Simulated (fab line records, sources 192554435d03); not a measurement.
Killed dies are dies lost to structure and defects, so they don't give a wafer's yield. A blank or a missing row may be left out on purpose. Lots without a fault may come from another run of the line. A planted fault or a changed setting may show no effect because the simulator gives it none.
Chamber matching | flow n5_finfet | N5_MOL_CONTACT_COAG_ETCH_59 on rie_diel-01: 4 sister chambers
The step etches underlayer in N2/H2, target depth 13 nm, time 10.4 s. 18 wafers are shown with their chamber, then 9 later ones without.

WAFERS WITH THEIR CHAMBER
wafer  | chamber | throttle_valve_pct (%) | showerhead_plenum_p_Torr (Torr) | drypump_motor_current_A (A)
L076.1 | 1       | 17.7                   | 2.50                            | 5.7
L076.4 | 3       | 17.2                   | 2.48                            | 5.9
L076.5 | 1       | 17.8                   | 2.50                            | 5.7
L080.1 | 2       | 18.3                   | 2.44                            | 6.5
L080.4 | 3       | 17.2                   | 2.47                            | 6.0
L080.6 | 1       | 17.8                   | 2.50                            | 5.8
L081.1 | 3       | 17.2                   | 2.47                            | 6.0
L081.3 | 0       | 18.0                   | 2.62                            | 6.4
L081.4 | 1       | 17.8                   | 2.49                            | 5.8
L083.2 | 0       | 18.0                   | 2.62                            | 6.5
L083.4 | 1       | 17.8                   | 2.49                            | 5.7
L083.6 | 1       | 17.8                   | 2.49                            | 5.7
L088.1 | 2       | 18.3                   | 2.44                            | 6.6
L088.3 | 0       | 18.0                   | 2.62                            | 6.4
L088.6 | 1       | 17.8                   | 2.49                            | 5.7
L089.2 | 0       | 18.0                   | 2.62                            | 6.4
L089.3 | 1       | 17.8                   | 2.49                            | 5.8
L089.6 | 3       | 17.2                   | 2.46                            | 6.0

SIGNATURES (means of the wafers above)
reading                  | chamber 0 | chamber 1 | chamber 2 | chamber 3 | scatter within a chamber
throttle_valve_pct       | 18.000    | 17.788    | 18.300    | 17.200    | 0.025
showerhead_plenum_p_Torr | 2.6200    | 2.4938    | 2.4400    | 2.4700    | 0.00526
drypump_motor_current_A  | 6.425     | 5.737     | 6.550     | 5.975     | 0.0526
Rule: a wafer's distance from a chamber is the root of the sum, over the readings, of the square of ((its reading less the chamber's mean) divided by the reading's scatter). The wafer belongs to the nearest chamber; if the next one is less than 2 further off, it can't be placed. The scatter: the root of (the sum of the squares of (reading less its chamber's mean) over the shown wafers, divided by (wafers less chambers)).

WAFERS WITHOUT THEIR CHAMBER
wafer  | throttle_valve_pct (%) | showerhead_plenum_p_Torr (Torr) | drypump_motor_current_A (A)
L092.1 | 17.2                   | 2.46                            | 5.9
L092.2 | 17.8                   | 2.49                            | 5.8
L092.6 | 17.8                   | 2.49                            | 5.8
L094.1 | 18.1                   | 2.61                            | 6.4
L094.2 | 18.3                   | 2.43                            | 6.6
L094.5 | 17.8                   | 2.48                            | 5.8
L095.2 | 18.3                   | 2.43                            | 6.6
L095.5 | 18.4                   | 2.43                            | 6.6
L095.6 | 17.2                   | 2.46                            | 5.9

WHICH CHAMBER EACH WENT THROUGH
wafer  | from the rows above | in truth
L092.1 | 3                   | 3
L092.2 | 1                   | 1
L092.6 | 1                   | 1
L094.1 | 0                   | 0
L094.2 | 2                   | 2
L094.5 | 1                   | 1
L095.2 | 2                   | 2
L095.5 | 2                   | 2
L095.6 | 3                   | 3
Placed correctly: 9 of 9. Can't be placed from these rows: 0. Placed wrongly: 0.
